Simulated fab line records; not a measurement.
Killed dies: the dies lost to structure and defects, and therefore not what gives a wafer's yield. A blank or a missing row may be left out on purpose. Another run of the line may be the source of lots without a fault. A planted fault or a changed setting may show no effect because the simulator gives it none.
Matching of chambers -- flow n5 finfet -- N5_BEOL_M0_SAQP_HM_DEP_111 on pecvd-03 has 3 sister chambers
The step deposits SiO2 from SiH4/N2O, target thk 12 nm, time 7.2 s. 6 wafers are shown with their chamber, then 7 later ones without.

== WAFERS WITH THEIR CHAMBER ==
wafer,chamber,showerhead plenum p Torr (Torr),heater power w (W)
L079.1,1,8.12,733
L086.2,2,8.25,756
L086.4,0,8.24,917
L086.5,2,8.24,742
L091.1,1,8.09,758
L091.2,0,8.19,886

== WAFERS WITHOUT THEIR CHAMBER ==
wafer,showerhead plenum p Torr (Torr),heater power w (W)
L091.4,8.23,738
L095.1,8.22,828
L095.3,8.11,726
L095.4,8.22,825
L096.1,8.20,748
L096.3,8.11,687
L096.4,8.23,773

== CHAMBER TAKEN BY EACH ==
wafer,from the rows above,in truth
L091.4,2,2
L095.1,can't be placed: 0 or 2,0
L095.3,1,1
L095.4,can't be placed: 0 or 2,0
L096.1,2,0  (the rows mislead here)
L096.3,1,1
L096.4,2,2
4 of 7 placed correctly. Can't be placed from these rows: 2 (the true chamber is among the candidates in 2). 1 placed wrongly.
How it was worked out, from the rows above alone: a wafer's distance from a chamber is the root of the sum, over the readings, of the square of ((its reading less the chamber's mean) divided by the reading's scatter). The wafer belongs to the nearest chamber; if the next one is less than 2 further off, it can't be placed. For every chamber, the mean is computed from those of its wafers that are shown. The scatter: take each reading less its chamber's mean, square it, sum over the shown wafers, divide by the number of wafers less the number of chambers, and take the root.
